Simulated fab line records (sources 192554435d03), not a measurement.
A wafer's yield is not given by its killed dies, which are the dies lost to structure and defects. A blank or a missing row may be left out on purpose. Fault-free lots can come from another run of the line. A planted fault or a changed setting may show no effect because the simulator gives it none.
Chamber matching    flow n5_finfet    N5_DUMMY_REMOVAL_STRIP_10 on rie_diel-02 has 4 sister chambers
The step strips in N2/H2, time 40 s. 4 wafers are shown with their chamber, then 9 later ones without.

## WAFERS PAIRED WITH THEIR CHAMBERS
wafer   chamber  drypump_motor_current_A (A)
L083.5  2        5.5
L086.1  3        5.5
L088.2  0        5.4
L088.6  1        6.4

## WAFERS MISSING THEIR CHAMBER
wafer   drypump_motor_current_A (A)
L090.1  6.3
L090.2  5.4
L090.3  5.5
L092.1  6.3
L092.2  5.5
L092.3  5.6
L096.1  5.4
L096.2  6.3
L096.5  5.5

## EACH ONE'S CHAMBER
wafer   from the rows above           in truth
L090.1  1                             1
L090.2  can't be placed: 0 or 2 or 3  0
L090.3  can't be placed: 2 or 3 or 0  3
L092.1  1                             1
L092.2  can't be placed: 2 or 3 or 0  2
L092.3  can't be placed: 2 or 3 or 0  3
L096.1  can't be placed: 0 or 2 or 3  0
L096.2  1                             1
L096.5  can't be placed: 2 or 3 or 0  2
Placed correctly: 3 of 9. Can't be placed from these rows: 6 (the true chamber is among the candidates in 6). 0 placed wrongly.
How it was worked out, from the rows above alone: a wafer's distance from a chamber is the root of the sum, over the readings, of the square of ((its reading less the chamber's mean) divided by the reading's scatter). If the next closest chamber is less than 2 further off than the closest, the wafer can't be placed; otherwise it belongs to the closest. Each chamber's mean is taken over the wafers shown for it. The scatter (one wafer shown for each chamber): square how far every hidden wafer sits from the nearest shown wafer, average those squares and take the square root.
